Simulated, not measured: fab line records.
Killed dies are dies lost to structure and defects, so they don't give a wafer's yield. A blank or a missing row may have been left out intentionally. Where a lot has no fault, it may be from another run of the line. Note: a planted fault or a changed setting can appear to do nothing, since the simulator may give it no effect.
What tool caused it? || flow nand-harc || Sampling: 6 lots, 18 wafers, 5 of 1159 route steps

== WHAT THE GAUGES SHOWED, per wafer ==
NHARC_END_SORT_01.
{"lot": "L501", "measured": "day 26 06:05", "on": "prober-02", "killed-at-array": "38 41 38"}

== WHICH TOOL RAN EACH LOT (tool, then ch and the chambers of the sampled wafers, then the start) ==
{"lot": "L485", "NHARC_P_GATE_STRIP_113": "plasma-asher-01 ch 0,1, day 5 17:50", "NHARC_P_GATE_RTA_80": "rtp-anneal-02 ch 0, day 5 19:39", "NHARC_P_CONTACT_DEP_00": "pecvd-02 ch 0,2, day 6 00:01 or earlier", "NHARC_P_CONTACT_ALD_22": "ald-metal-03 ch 1,2, day 6 00:01"}
{"lot": "L487", "NHARC_P_GATE_STRIP_113": "plasma-asher-01 ch 0,1, day 6 02:17", "NHARC_P_GATE_RTA_80": "rtp-anneal-01 ch 0, day 6 04:04", "NHARC_P_CONTACT_DEP_00": "pecvd-01 ch 0,1, day 6 08:26 or earlier", "NHARC_P_CONTACT_ALD_22": "ald-metal-01 ch 1,2, day 6 08:26"}
{"lot": "L489", "NHARC_P_GATE_STRIP_113": "plasma-asher-01 ch 0,1, day 6 16:49", "NHARC_P_GATE_RTA_80": "rtp-anneal-02 ch 0, day 6 18:26", "NHARC_P_CONTACT_DEP_00": "pecvd-03 ch 0,1,2, day 6 22:42 or earlier", "NHARC_P_CONTACT_ALD_22": "ald-metal-03 ch 2,3, day 6 22:42"}
{"lot": "L492", "NHARC_P_GATE_STRIP_113": "plasma-asher-02 ch 0,1, day 7 03:35", "NHARC_P_GATE_RTA_80": "rtp-anneal-02 ch 0, day 7 05:31", "NHARC_P_CONTACT_DEP_00": "pecvd-01 ch 0,2, day 7 09:57 or earlier", "NHARC_P_CONTACT_ALD_22": "ald-metal-04 ch 2,3, day 7 09:57"}
{"lot": "L501", "NHARC_P_GATE_STRIP_113": "plasma-asher-02 ch 0,1, day 9 16:10", "NHARC_P_GATE_RTA_80": "rtp-anneal-01 ch 0, day 9 18:03", "NHARC_P_CONTACT_DEP_00": "pecvd-03 ch 0,1,2, day 9 22:36 or earlier", "NHARC_P_CONTACT_ALD_22": "ald-metal-01 ch 1,2, day 9 22:36"}
{"lot": "L505", "NHARC_P_GATE_STRIP_113": "plasma-asher-02 ch 0,1, day 10 17:46", "NHARC_P_GATE_RTA_80": "rtp-anneal-01 ch 0, day 10 19:57", "NHARC_P_CONTACT_DEP_00": "pecvd-02 ch 1,2, day 11 00:07 or earlier", "NHARC_P_CONTACT_ALD_22": "ald-metal-04 ch 1,2,3, day 11 00:07"}
- NHARC_P_GATE_STRIP_113: strips in N2/H2, time 740 s.
- NHARC_P_GATE_RTA_80: time 30 s.
- NHARC_P_CONTACT_DEP_00: deposits SiO2, target thk 500 nm.
- NHARC_P_CONTACT_ALD_22: deposits TiN, target thk 3 nm, pulse time 1 s, ald cycles 150.

== THE ANSWER, worked out from the rows above alone ==
Rule: the usual values come from the lots themselves. Put in order of their means at a reading, lots are off if they are a third of the lots or fewer, leave a main group of 4 or more, and stand apart from it by a gap of 3 or more times the standard deviation of the main group's means; of several such gaps the widest counts. If all means in a main group match to the digits the tables above print for the reading, that group is not used. A lot without any number at a reading at which 4 lots or more have one is off too. All remaining lots with rows at the step are treated as sound.
No lot is off on any of the readings shown, so nothing can be concluded from this.

== WHAT THE SIMULATOR HAD PUT IN ==
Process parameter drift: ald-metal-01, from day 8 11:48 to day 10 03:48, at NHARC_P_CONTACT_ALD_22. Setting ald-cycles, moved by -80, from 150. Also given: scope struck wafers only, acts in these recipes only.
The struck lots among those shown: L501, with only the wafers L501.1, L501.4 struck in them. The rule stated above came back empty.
